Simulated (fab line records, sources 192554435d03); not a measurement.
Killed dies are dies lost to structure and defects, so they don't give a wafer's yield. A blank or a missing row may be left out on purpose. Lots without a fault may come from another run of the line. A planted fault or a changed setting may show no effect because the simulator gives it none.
Chamber matching | flow n5_finfet | N5_HKMG_FIN_CMP_23 on cmp-01: 4 sister chambers
The step polishes, stops on SiNx, t overpolish 10 s, target thk 46.326 nm. 22 wafers are shown with their chamber, then 10 later ones without.

WAFERS WITH THEIR CHAMBER
wafer  | chamber | motor_current_A (A) | time_to_endpoint_s (s) | overpolish_run_s (s)
L074.4 | 0       | 14.3                | 9.6                    | 9.99
L074.5 | 2       | 12.4                | 11.0                   | 10.01
L074.6 | 3       | 12.9                | 12.6                   | 10.01
L075.2 | 2       | 12.4                | 12.5                   | 10.00
L075.4 | 3       | 12.2                | 13.1                   | 10.00
L075.6 | 2       | 12.2                | 9.6                    | 10.00
L077.3 | 2       | 12.6                | 14.8                   | 10.00
L077.5 | 2       | 11.4                | 16.0                   | 9.98
L078.2 | 1       | 12.4                | 19.2                   | 9.41
L078.4 | 3       | 12.7                | 16.7                   | 10.00
L078.5 | 0       | 15.2                | 15.3                   | 9.99
L080.1 | 3       | 11.9                | 12.3                   | 10.00
L080.3 | 1       | 12.7                | 14.1                   | 10.00
L080.6 | 2       | 12.9                | 8.5                    | 10.00
L082.2 | 1       | 12.4                | 13.7                   | 10.00
L082.3 | 0       | 14.3                | 12.9                   | 10.00
L082.5 | 1       | 12.2                | 15.5                   | 10.00
L083.1 | 2       | 12.5                | 15.6                   | 9.98
L083.5 | 0       | 14.8                | 11.5                   | 9.98
L083.6 | 1       | 12.6                | 17.4                   | 10.00
L084.1 | 1       | 12.5                | 18.8                   | 9.94
L084.3 | 0       | 14.7                | 11.3                   | 10.01

SIGNATURES (means of the wafers above)
reading            | chamber 0 | chamber 1 | chamber 2 | chamber 3 | scatter within a chamber
motor_current_A    | 14.660    | 12.467    | 12.343    | 12.425    | 0.385
time_to_endpoint_s | 12.120    | 16.450    | 12.571    | 13.675    | 2.5
overpolish_run_s   | 9.9940    | 9.8917    | 9.9957    | 10.0025   | 0.125
Rule: a wafer's distance from a chamber is the root of the sum, over the readings, of the square of ((its reading less the chamber's mean) divided by the reading's scatter). The wafer belongs to the nearest chamber; if the next one is less than 2 further off, it can't be placed. The scatter: the root of (the sum of the squares of (reading less its chamber's mean) over the shown wafers, divided by (wafers less chambers)).

WAFERS WITHOUT THEIR CHAMBER
wafer  | motor_current_A (A) | time_to_endpoint_s (s) | overpolish_run_s (s)
L084.6 | 11.9                | 14.7                   | 9.99
L089.1 | 12.0                | 11.2                   | 9.99
L089.3 | 13.2                | 7.6                    | 10.01
L089.4 | 14.4                | 7.0                    | 10.00
L093.1 | 12.5                | 15.4                   | 10.01
L093.4 | 14.5                | 12.1                   | 10.00
L093.5 | 11.9                | 15.7                   | 9.98
L097.1 | 14.9                | 14.2                   | 10.00
L097.2 | 12.5                | 15.8                   | 10.00
L097.3 | 12.3                | 11.4                   | 10.00

WHICH CHAMBER EACH WENT THROUGH
wafer  | from the rows above               | in truth
L084.6 | can't be placed: 3 or 2 or 1      | 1
L089.1 | can't be placed: 2 or 3 or 1      | 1
L089.3 | can't be placed: 2 or 3 or 1 or 0 | 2
L089.4 | 0                                 | 0
L093.1 | can't be placed: 3 or 1 or 2      | 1
L093.4 | 0                                 | 0
L093.5 | can't be placed: 3 or 1 or 2      | 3
L097.1 | 0                                 | 0
L097.2 | can't be placed: 3 or 1 or 2      | 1
L097.3 | can't be placed: 2 or 3 or 1      | 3
Placed correctly: 3 of 10. Can't be placed from these rows: 7 (the true chamber is among the candidates in 7). Placed wrongly: 0.
